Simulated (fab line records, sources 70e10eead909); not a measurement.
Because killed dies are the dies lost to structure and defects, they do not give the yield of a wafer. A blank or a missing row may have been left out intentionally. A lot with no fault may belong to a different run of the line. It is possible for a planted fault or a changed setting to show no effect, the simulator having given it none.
fab line records	flow nand_harc
record lots=6	wafers=18	last_day=33
route steps=1302 shown A_STAIRCASE@699 END@1302
lots untouched by any fault: they come from a run of this same line in which no faults occurred
start_h: the number of hours between the record's first day and the start of the first shown wafer of the lot	wait_h: hours since the lot's step before	" same as the row above	L1.1+2: several wafers, shown together as one row	- either no value or no given start	* or withheld: withheld	< > ~ a bound
route shown NAME@n: NAME is a module with steps in the file, n the number in the route of the first one	usual: mean and standard deviation over wafers with no fault	same: alike in all rows	chamber/n: place in a boat	sites: readings site by site	_std_site: how widely they spread, as a standard deviation	_edge_site: outer sites' mean less inner sites'	radius_mm: for every site, how far away it sits from the centre of the wafer	mask NAME#n: copy n	behind: the last tool/chamber to shape the wafer	hold: why the lot went on hold/how many hours it stayed there/how the hold came to an end	device: the transistor (n, p or np) that didn't switch	end of line: the same wafers' tests at the end of the route	where a step has no rows: the recipe by itself	killed: not the wafer's yield, but the dies lost to structure and defects at the first sort	map: the dies of a wafer, with x for killed, . for not killed, _ for no die there
set.NAME: setting as actually run; set.NAME@STEP: the setting as run at that earlier step	model.NAME: the simulator's own value behind a step, which no gauge read
lots seen at some steps along the route; tables by step, rows by wafer
services: a tool's chamber out of use, with start hour (start_h, from the record's first day; less than 0 if before it), hours out, and reason
## steps
# step NHARC_A_STAIRCASE_HARDBAKE_185
# recipe temp_c=120	time_s=140
# step NHARC_A_STAIRCASE_DESCUM_186
# recipe time_s=3	o2_flow_sccm=200	ar_flow_sccm=0	bias_power_w=0	chemistry=O2
# step NHARC_A_STAIRCASE_TRIM_187
# recipe time_s=211.2	o2_flow_sccm=500	ar_flow_sccm=0	bias_w=0	chemistry=O2
# usual chamber_pressure_mTorr=60.00/0.052	drypump_motor_current_A=5.8/0.48	oes_product_au=1.000/0.011	rf_vpp_V=57.9/0.92	showerhead_plenum_p_Torr=3.58/0.17	throttle_valve_pct=17.036/0.009
# same bias_w=0	time_s=211.2
lot.wafer	tool	chamber	start_h	wait_h	chamber_pressure_mTorr	drypump_motor_current_A	oes_product_au	rf_hours_counter_h	rf_vpp_V	showerhead_plenum_p_Torr	throttle_valve_pct
L898.3	rie_diel-11	0	355.11	0.1	59.91	5.4	1.014	23	57.2	3.74	17.028
L898.1	"	1	"	"	59.90	5.4	1.009	23	58.1	3.62	17.040
L898.5	"	2	"	"	59.97	6.1	1.007	-	56.6	3.28	17.029
L902.4	rie_diel-02	3	403.35	0.1	60.05	5.3	0.991	0	57.6	3.51	17.051
L902.3	"	0	"	"	60.01	6.0	0.973	0	57.2	3.33	17.030
L902.2	"	1	"	"	60.02	5.4	0.993	0	57.8	3.74	17.023
L905.4	rie_diel-11	2	426.88	0.1	60.02	6.1	1.004	53	56.9	3.27	17.044
L905.2	"	3	"	"	60.05	6.3	1.008	50	57.2	3.36	17.029
L905.5	"	0	"	"	60.04	5.4	1.001	-	57.7	3.73	17.036
L915.1	rie_diel-11	0	527.49	0.1	59.96	5.3	1.011	21	59.0	3.71	17.037
L915.3	"	1	"	"	60.05	5.4	1.000	23	56.3	3.59	17.045
L915.4	"	3	"	"	59.92	6.3	1.003	23	57.6	3.34	17.031
L919.4	rie_diel-11	1	563.83	0.1	60.01	5.4	1.011	34	56.7	3.59	17.018
L919.3	"	3	"	"	59.95	6.3	1.000	35	58.5	3.34	17.021
L919.5	"	1	"	"	60.00	5.4	1.001	-	59.7	3.59	17.028
L921.1	rie_diel-11	2	574.58	0.1	60.05	6.1	1.003	34	58.7	3.79	17.052
L921.2	"	0	"	"	60.04	5.4	0.993	37	59.3	3.70	17.024
L921.5	"	1	"	"	59.98	5.4	1.003	-	59.0	3.58	17.038
# step NHARC_A_STAIRCASE_ETCH_188
# recipe target_depth_a=1000	time_s=40.5	ion_energy_ev=400	c4f8_flow_sccm=20	o2_flow_sccm=10	ar_flow_sccm=withheld	rf_w=600	bias_w=1000	chemistry=C4F8/O2
# usual oes_product_au=0.941/0.013	rf_vpp_V=898/6.3
# same time_s=40.5
lot.wafer	tool	chamber	start_h	wait_h	oes_product_au	rf_hours_counter_h	rf_vpp_V
L898.3	rie_diel-11	1	-	-	0.964	23	899
L898.1	"	0	"	"	0.952	23	904
L898.5	"	1	"	"	0.948	-	898
L902.4	rie_diel-02	0	-	-	0.930	0	889
L902.3	"	2	"	"	0.938	0	901
L902.2	"	3	"	"	0.952	0	895
L905.4	rie_diel-11	0	-	-	0.937	46	902
L905.2	"	3	"	"	0.925	50	889
L905.5	"	0	"	"	0.939	-	903
L915.1	rie_diel-11	0	-	-	0.943	21	903
L915.3	"	1	"	"	0.947	24	898
L915.4	"	3	"	"	0.942	23	889
L919.4	rie_diel-11	1	-	-	0.940	34	900
L919.3	"	2	"	"	0.942	31	905
L919.5	"	2	"	"	0.949	-	906
L921.2	rie_diel-11	0	-	-	0.938	37	903
L921.1	"	1	"	"	0.940	38	898
L921.5	"	3	"	"	0.950	-	889
# step NHARC_A_STAIRCASE_TRIM_189
# recipe time_s=211.2	o2_flow_sccm=500	ar_flow_sccm=0	bias_w=0	chemistry=O2
# step NHARC_A_STAIRCASE_ETCH_190
# recipe target_depth_a=1000	time_s=40.5	ion_energy_ev=400	c4f8_flow_sccm=20	o2_flow_sccm=10	ar_flow_sccm=withheld	rf_w=600	bias_w=1000	chemistry=C4F8/O2
# step NHARC_A_STAIRCASE_TRIM_191
# recipe time_s=211.2	o2_flow_sccm=500	ar_flow_sccm=0	bias_w=0	chemistry=O2
# usual chamber_pressure_mTorr=59.99/0.053	drypump_motor_current_A=5.8/0.5	oes_product_au=1.000/0.011	rf_vpp_V=57.9/0.96	showerhead_plenum_p_Torr=3.58/0.17	throttle_valve_pct=17.036/0.0087
# same bias_w=0	time_s=211.2
lot.wafer	tool	chamber	start_h	wait_h	chamber_pressure_mTorr	drypump_motor_current_A	oes_product_au	rf_hours_counter_h	rf_vpp_V	showerhead_plenum_p_Torr	throttle_valve_pct
L898.3	rie_diel-11	1	-	-	59.93	5.4	0.990	23	56.7	3.62	17.023
L898.1	"	2	"	"	60.03	6.0	1.015	26	58.0	3.28	17.051
L898.5	"	1	"	"	60.02	5.4	0.992	-	56.7	3.62	17.042
L902.3	rie_diel-02	3	-	-	60.08	5.3	0.990	0	56.8	3.51	17.022
L902.4	"	1	"	"	60.02	5.3	0.985	0	58.5	3.74	17.035
L902.2	"	2	"	"	59.96	6.3	0.988	0	57.4	3.64	17.038
L905.2	rie_diel-11	0	-	-	59.93	5.4	1.006	47	58.7	3.73	17.032
L905.4	"	3	"	"	60.02	6.2	1.001	50	57.8	3.36	17.037
L905.5	"	1	"	"	59.92	5.4	1.018	-	59.7	3.61	17.043
L915.4	rie_diel-11	2	-	-	59.94	6.1	1.004	25	59.9	3.79	17.028
L915.1	"	0	"	"	59.96	5.4	1.006	22	59.2	3.71	17.052
L915.3	"	1	"	"	60.10	5.4	0.998	24	58.9	3.59	17.022
L919.3	rie_diel-11	3	-	-	60.03	6.3	1.010	35	57.6	3.34	17.036
L919.4	"	2	"	"	59.92	6.1	1.002	31	57.5	3.79	17.037
L919.5	"	0	"	"	59.98	5.4	0.997	-	59.1	3.71	17.048
L921.2	rie_diel-11	3	-	-	60.02	6.3	1.002	38	55.8	3.33	17.029
L921.1	"	0	"	"	59.94	5.4	0.990	38	58.4	3.70	17.014
L921.5	"	1	"	"	59.95	5.4	0.999	-	58.7	3.58	17.032
# step NHARC_A_STAIRCASE_ETCH_192
# recipe target_depth_a=1000	time_s=40.5	ion_energy_ev=400	c4f8_flow_sccm=20	o2_flow_sccm=10	ar_flow_sccm=withheld	rf_w=600	bias_w=1000	chemistry=C4F8/O2
# step NHARC_A_STAIRCASE_TRIM_193
# recipe time_s=211.2	o2_flow_sccm=500	ar_flow_sccm=0	bias_w=0	chemistry=O2
# usual chamber_pressure_mTorr=60.00/0.055	drypump_motor_current_A=5.8/0.49	oes_product_au=1.000/0.0096	rf_vpp_V=57.9/0.93	showerhead_plenum_p_Torr=3.58/0.17	throttle_valve_pct=17.037/0.0099
# same bias_w=0	time_s=211.2
lot.wafer	tool	chamber	start_h	wait_h	chamber_pressure_mTorr	drypump_motor_current_A	oes_product_au	rf_hours_counter_h	rf_vpp_V	showerhead_plenum_p_Torr	throttle_valve_pct
L898.1	rie_diel-11	3	-	-	60.10	6.3	0.999	27	57.3	3.37	17.030
L898.3	"	2	"	"	60.05	6.1	1.007	27	57.1	3.28	17.041
L898.5	"	3	"	"	60.06	6.3	1.001	-	57.5	3.37	17.055
L902.3	rie_diel-02	0	-	-	60.04	6.0	0.972	0	58.1	3.33	17.046
L902.2	"	1	"	"	59.98	5.3	0.993	0	58.3	3.74	17.048
L902.4	"	2	"	"	59.98	6.3	0.992	0	58.7	3.64	17.027
L905.2	rie_diel-11	0	-	-	59.92	5.4	1.000	47	58.2	3.73	17.053
L905.4	"	1	"	"	59.99	5.4	0.999	50	57.7	3.61	17.017
L905.5	"	0	"	"	59.97	5.4	1.002	-	59.6	3.73	17.040
L915.3	rie_diel-11	2	-	-	60.01	6.1	0.995	25	59.2	3.79	17.047
L915.1	"	0	"	"	60.00	5.4	0.992	22	58.4	3.71	17.038
L915.4	"	1	"	"	59.96	5.4	0.999	24	57.2	3.59	17.036
L919.4	rie_diel-11	1	-	-	60.05	5.4	1.002	35	58.0	3.59	17.020
L919.3	"	0	"	"	59.97	5.3	0.988	35	57.9	3.71	17.033
L919.5	"	2	"	"	59.94	6.1	0.994	-	57.3	3.79	17.061
L921.1	rie_diel-11	2	-	-	59.98	6.1	1.001	34	59.1	3.79	17.040
L921.2	"	3	"	"	59.96	6.3	1.005	38	56.8	3.33	17.022
L921.5	"	2	"	"	59.97	6.1	1.001	-	60.1	3.79	17.039
# step NHARC_A_STAIRCASE_ETCH_194
# recipe target_depth_a=1000	time_s=40.5	ion_energy_ev=400	c4f8_flow_sccm=20	o2_flow_sccm=10	ar_flow_sccm=withheld	rf_w=600	bias_w=1000	chemistry=C4F8/O2
# usual oes_product_au=0.944/0.011	rf_vpp_V=898/6.3
# same time_s=40.5
lot.wafer	tool	chamber	start_h	wait_h	oes_product_au	rf_hours_counter_h	rf_vpp_V
L898.1	rie_diel-11	0	-	-	0.942	24	904
L898.3	"	2	"	"	0.969	27	887
L898.5	"	1	"	"	0.954	-	899
L902.4	rie_diel-02	1	-	-	0.945	0	903
L902.2	"	3	"	"	0.951	0	895
L902.3	"	0	"	"	0.922	1	889
L905.4	rie_diel-11	1	-	-	0.943	50	899
L905.2	"	3	"	"	0.925	51	890
L905.5	"	1	"	"	0.953	-	899
L915.1	rie_diel-11	1	-	-	0.956	24	899
L915.3	"	2	"	"	0.932	25	903
L915.4	"	0	"	"	0.955	22	904
L919.4	rie_diel-11	0	-	-	0.931	35	903
L919.3	"	1	"	"	0.945	35	896
L919.5	"	2	"	"	0.953	-	905
L921.1	rie_diel-11	3	-	-	0.944	38	890
L921.2	"	0	"	"	0.928	38	902
L921.5	"	0	"	"	0.922	-	902
# step NHARC_A_STAIRCASE_TRIM_196
# recipe time_s=211.2	o2_flow_sccm=500	ar_flow_sccm=0	bias_w=0	chemistry=O2
# usual bias_w=0/0	chamber_pressure_mTorr=60.00/0.055	drypump_motor_current_A=5.8/0.52	oes_product_au=0.998/0.011	rf_vpp_V=57.8/0.92	showerhead_plenum_p_Torr=3.55/0.17	throttle_valve_pct=17.036/0.0094	time_s=211.2/0
lot.wafer	tool	chamber	start_h	wait_h	bias_w	chamber_pressure_mTorr	drypump_motor_current_A	oes_product_au	rf_hours_counter_h	rf_vpp_V	showerhead_plenum_p_Torr	throttle_valve_pct	time_s
L898.3	rie_diel-10	3	356.72	0.1	0	60.00	6.8	0.994	39	57.8	3.67	17.022	211.2
L898.1	"	0	"	"	0	60.07	5.5	1.001	40	58.7	3.65	17.047	211.2
L898.5	"	3	"	"	0	59.94	6.8	0.992	-	57.3	3.67	17.036	211.2
L902.4	rie_diel-02	1	404.38	0.1	-	-	-	-	-	-	-	-	-
L902.2	"	3	"	"	-	-	-	-	-	-	-	-	-
L902.3	"	0	"	"	-	-	-	-	-	-	-	-	-
L905.2	rie_diel-11	3	428.30	0.1	-	-	-	-	-	-	-	-	-
L905.4	"	2	"	"	-	-	-	-	-	-	-	-	-
L905.5	"	0	"	"	-	-	-	-	-	-	-	-	-
L915.1	rie_diel-11	3	528.51	0.1	0	59.99	6.3	1.010	23	59.5	3.34	17.050	211.2
L915.4	"	0	"	"	0	60.02	5.4	1.009	22	58.0	3.71	17.030	211.2
L915.3	"	1	"	"	0	60.02	5.4	1.013	24	58.6	3.59	17.040	211.2
L919.3	rie_diel-10	0	564.95	0.1	0	59.95	5.5	1.009	46	57.7	3.61	17.039	211.2
L919.5	"	1	"	"	0	60.06	6.5	1.019	-	56.8	3.36	17.038	211.2
L919.4	"	2	"	"	0	59.96	5.2	1.020	-	59.5	3.78	17.040	211.2
L921.2	rie_diel-10	3	575.83	0.1	0	60.11	6.8	1.003	43	59.0	3.63	17.028	211.2
L921.1	"	2	"	"	0	59.97	5.2	1.009	54	59.4	3.78	17.039	211.2
L921.5	"	0	"	"	0	60.02	5.5	1.002	-	56.9	3.61	17.039	211.2
# step NHARC_A_STAIRCASE_ETCH_197
# recipe target_depth_a=1000	time_s=40.5	ion_energy_ev=400	c4f8_flow_sccm=20	o2_flow_sccm=10	ar_flow_sccm=withheld	rf_w=600	bias_w=1000	chemistry=C4F8/O2
# step NHARC_END_SORT_01
# recipe temp_c=25
# usual killed_at_array=55/12	killed_at_other=1.0/1.2	killed_at_periphery=3.9/2.6	killed_dies=60/12	killed_open=3.3/1.9	killed_short=2.5/1.8
# same gross_dies=677
lot.wafer	tool	chamber	start_h	wait_h	killed_at_array	killed_at_other	killed_at_periphery	killed_dies	killed_open	killed_short
L902.2	prober-01	0	593.57	2.8	672	1	4	677	2	1
L902.3	prober-01	0	594.37	3.1	670	1	6	677	5	8
L902.4	prober-01	0	595.17	3.4	675	1	1	677	4	1
L905.2	prober-01	0	632.20	2.8	668	2	7	677	1	3
L905.4	prober-01	0	633.78	3.4	673	2	2	677	2	1
L905.5	prober-01	0	634.58	3.7	669	1	7	677	3	4
# killed by level:class
L902.2 A_STAIRCASE:area_trim=604 A_CHANNEL_HOLE_D1:chamber_film_flake=30 A_SLIT:chamber_film_flake=20 A_CONTACT:chamber_film_flake=7 A_CHANNEL_HOLE_D2:chamber_film_flake=6 A_CHANNEL_FILL_D1:geometric_particle:open=2 P_ZERO_WELL:chamber_film_flake=2 A_STAIRCASE:chamber_film_flake=2
L902.3 A_STAIRCASE:area_trim=592 A_SLIT:chamber_film_flake=28 A_CHANNEL_HOLE_D1:chamber_film_flake=24 A_CONTACT:chamber_film_flake=6 A_CHANNEL_HOLE_D2:chamber_film_flake=4 A_STAIRCASE:chamber_film_flake=3 A_WL_FILL:geometric_particle:short=2 A_M0:geometric_particle:short=2
L902.4 A_STAIRCASE:area_trim=583 A_CHANNEL_HOLE_D1:chamber_film_flake=29 A_SLIT:chamber_film_flake=24 A_STAIRCASE:chamber_film_flake=9 A_CHANNEL_HOLE_D2:chamber_film_flake=9 A_CONTACT:chamber_film_flake=9 A_WL_FILL:chamber_film_flake=5 A_DECK1_JOINT:chamber_film_flake=2
L905.2 A_STAIRCASE:area_trim=624 A_CHANNEL_HOLE_D1:chamber_film_flake=24 A_CHANNEL_HOLE_D2:chamber_film_flake=10 P_BONDPAD:chamber_film_flake=4 P_ZERO_WELL:chamber_film_flake=2 A_STAIRCASE:chamber_film_flake=2 THIN_TSV:chamber_film_flake=2 A_ONON_D1:geometric_particle:open=1
L905.4 A_STAIRCASE:area_trim=623 A_CHANNEL_HOLE_D1:chamber_film_flake=22 A_CHANNEL_HOLE_D2:chamber_film_flake=12 P_BONDPAD:chamber_film_flake=2 A_CHANNEL_FILL_D2:chamber_film_flake=2 A_STAIRCASE:chamber_film_flake=2 A_WL_FILL:chamber_film_flake=2 A_CONTACT:chamber_film_flake=2
L905.5 A_STAIRCASE:area_trim=610 A_CHANNEL_HOLE_D1:chamber_film_flake=24 A_CHANNEL_HOLE_D2:chamber_film_flake=17 A_WL_FILL:chamber_film_flake=4 P_BONDPAD:chamber_film_flake=3 A_CONTACT:chamber_film_flake=3 A_BONDPAD:chamber_film_flake=3 A_ONON_D1:geometric_particle:short=2
# map L902.2 (x killed, . not)
____________x____________
_________xxxxxxx_________
_______xxxxxxxxxxx_______
______xxxxxxxxxxxxx______
_____xxxxxxxxxxxxxxx_____
____xxxxxxxxxxxxxxxxx____
____xxxxxxxxxxxxxxxxx____
___xxxxxxxxxxxxxxxxxxx___
___xxxxxxxxxxxxxxxxxxx___
__xxxxxxxxxxxxxxxxxxxxx__
__xxxxxxxxxxxxxxxxxxxxx__
_xxxxxxxxxxxxxxxxxxxxxxx_
_xxxxxxxxxxxxxxxxxxxxxxx_
_xxxxxxxxxxxxxxxxxxxxxxx_
_xxxxxxxxxxxxxxxxxxxxxxx_
_xxxxxxxxxxxxxxxxxxxxxxx_
xxxxxxxxxxxxxxxxxxxxxxxxx
xxxxxxxxxxxxxxxxxxxxxxxxx
xxxxxxxxxxxxxxxxxxxxxxxxx
xxxxxxxxxxxxxxxxxxxxxxxxx
xxxxxxxxxxxxxxxxxxxxxxxxx
_xxxxxxxxxxxxxxxxxxxxxxx_
_xxxxxxxxxxxxxxxxxxxxxxx_
_xxxxxxxxxxxxxxxxxxxxxxx_
_xxxxxxxxxxxxxxxxxxxxxxx_
_xxxxxxxxxxxxxxxxxxxxxxx_
__xxxxxxxxxxxxxxxxxxxxx__
__xxxxxxxxxxxxxxxxxxxxx__
___xxxxxxxxxxxxxxxxxxx___
___xxxxxxxxxxxxxxxxxxx___
____xxxxxxxxxxxxxxxxx____
____xxxxxxxxxxxxxxxxx____
_____xxxxxxxxxxxxxxx_____
______xxxxxxxxxxxxx______
_______xxxxxxxxxxx_______
_________xxxxxxx_________
____________x____________
# map L905.2 (x killed, . not)
____________x____________
_________xxxxxxx_________
_______xxxxxxxxxxx_______
______xxxxxxxxxxxxx______
_____xxxxxxxxxxxxxxx_____
____xxxxxxxxxxxxxxxxx____
____xxxxxxxxxxxxxxxxx____
___xxxxxxxxxxxxxxxxxxx___
___xxxxxxxxxxxxxxxxxxx___
__xxxxxxxxxxxxxxxxxxxxx__
__xxxxxxxxxxxxxxxxxxxxx__
_xxxxxxxxxxxxxxxxxxxxxxx_
_xxxxxxxxxxxxxxxxxxxxxxx_
_xxxxxxxxxxxxxxxxxxxxxxx_
_xxxxxxxxxxxxxxxxxxxxxxx_
_xxxxxxxxxxxxxxxxxxxxxxx_
xxxxxxxxxxxxxxxxxxxxxxxxx
xxxxxxxxxxxxxxxxxxxxxxxxx
xxxxxxxxxxxxxxxxxxxxxxxxx
xxxxxxxxxxxxxxxxxxxxxxxxx
xxxxxxxxxxxxxxxxxxxxxxxxx
_xxxxxxxxxxxxxxxxxxxxxxx_
_xxxxxxxxxxxxxxxxxxxxxxx_
_xxxxxxxxxxxxxxxxxxxxxxx_
_xxxxxxxxxxxxxxxxxxxxxxx_
_xxxxxxxxxxxxxxxxxxxxxxx_
__xxxxxxxxxxxxxxxxxxxxx__
__xxxxxxxxxxxxxxxxxxxxx__
___xxxxxxxxxxxxxxxxxxx___
___xxxxxxxxxxxxxxxxxxx___
____xxxxxxxxxxxxxxxxx____
____xxxxxxxxxxxxxxxxx____
_____xxxxxxxxxxxxxxx_____
______xxxxxxxxxxxxx______
_______xxxxxxxxxxx_______
_________xxxxxxx_________
____________x____________
## services
tool	chamber	start_h	hours	kind
rie_diel-11	0	341.23	-	clean
rie_diel-11	1	341.23	-	clean
rie_diel-11	2	341.23	-	clean
rie_diel-11	3	341.23	-	clean
rie_diel-11	0	365.74	-	clean
rie_diel-11	1	365.74	-	clean
rie_diel-11	2	365.74	-	clean
rie_diel-11	3	365.74	-	clean
rie_diel-10	1	384.00	18.2	repair
rie_diel-11	0	390.24	-	clean
rie_diel-11	1	390.24	-	clean
rie_diel-11	2	390.24	-	clean
rie_diel-11	3	390.24	-	clean
rie_diel-02	-	394.10	9.0	pm
rie_diel-11	0	414.74	-	clean
rie_diel-11	1	414.74	-	clean
rie_diel-11	2	414.74	-	clean
rie_diel-10	-	421.83	9.0	pm
rie_diel-10	1	444.88	5.8	repair
rie_diel-11	2	494.38	2.8	repair
rie_diel-02	-	529.25	1.3	repair
rie_diel-11	2	531.46	11.6	repair
rie_diel-10	3	562.48	11.0	repair
rie_diel-02	-	571.15	9.0	pm
## key
first_sign step=NHARC_A_STAIRCASE_TRIM_196	reading=tool_record	direction=missing
effect step=NHARC_END_SORT_01	reading=killed_dies	direction=up	sigmas=52	usual=60	struck=677
more_kills_born_at NHARC_A_STAIRCASE_TRIM_196@rie_diel-11=1859	NHARC_A_STAIRCASE_TRIM_196@rie_diel-02=1775
met_at NHARC_A_STAIRCASE_TRIM_196
struck_wafers L902.2,L902.3,L902.4,L905.2,L905.4,L905.5
later_rows_left_out L902.2,L902.3,L902.4,L905.2,L905.4,L905.5
tester_left_out L902,L905
fault kind=skipped_step_whole	tool=rie_diel-02,rie_diel-11	chamber=-	onset_h=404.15	steps=NHARC_A_STAIRCASE_TRIM_196	scope=struck_lots_only
# tester_left_out: of these lots the tester's yield and bins aren't shown, on N5 and GAA mostly nor the transistor test; their killed dies are dies lost to structure and defects alone, not to doping, threshold or leakage, so they don't give the yield
# later_rows_left_out: the simulator's readings of these wafers behind a module that went badly wrong aren't trusted and aren't shown, but for the sort
